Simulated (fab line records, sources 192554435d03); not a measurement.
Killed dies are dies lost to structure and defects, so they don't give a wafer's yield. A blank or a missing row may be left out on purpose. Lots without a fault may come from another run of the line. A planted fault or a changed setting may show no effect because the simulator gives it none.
Chamber matching | flow n5_finfet | N5_BEOL_M3_DESCUM_16 on rie_diel-04: 4 sister chambers
The step chemistry O2, time 7 s. 4 wafers are shown with their chamber, then 8 later ones without.

WAFERS WITH THEIR CHAMBER
wafer  | chamber | showerhead_plenum_p_Torr (Torr)
L076.1 | 2       | 1.99
L084.6 | 0       | 2.09
L087.2 | 3       | 2.15
L089.1 | 1       | 2.14

WAFERS WITHOUT THEIR CHAMBER
wafer  | showerhead_plenum_p_Torr (Torr)
L089.4 | 2.15
L089.6 | 1.99
L094.3 | 2.14
L094.5 | 2.14
L094.6 | 2.08
L097.3 | 2.13
L097.4 | 2.08
L097.5 | 1.98

WHICH CHAMBER EACH WENT THROUGH
wafer  | from the rows above     | in truth
L089.4 | can't be placed: 3 or 1 | 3
L089.6 | 2                       | 2
L094.3 | can't be placed: 1 or 3 | 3
L094.5 | can't be placed: 1 or 3 | 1
L094.6 | 0                       | 0
L097.3 | can't be placed: 1 or 3 | 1
L097.4 | 0                       | 0
L097.5 | 2                       | 2
Placed correctly: 4 of 8. Can't be placed from these rows: 4 (the true chamber is among the candidates in 4). Placed wrongly: 0.
How it was worked out, from the rows above alone: a wafer's distance from a chamber is the root of the sum, over the readings, of the square of ((its reading less the chamber's mean) divided by the reading's scatter). The wafer belongs to the nearest chamber; if the next one is less than 2 further off, it can't be placed. A chamber's mean is the mean of its shown wafers. The scatter: with one shown wafer a chamber, the root of the mean of the squares of how far each hidden wafer lies from its nearest shown one.
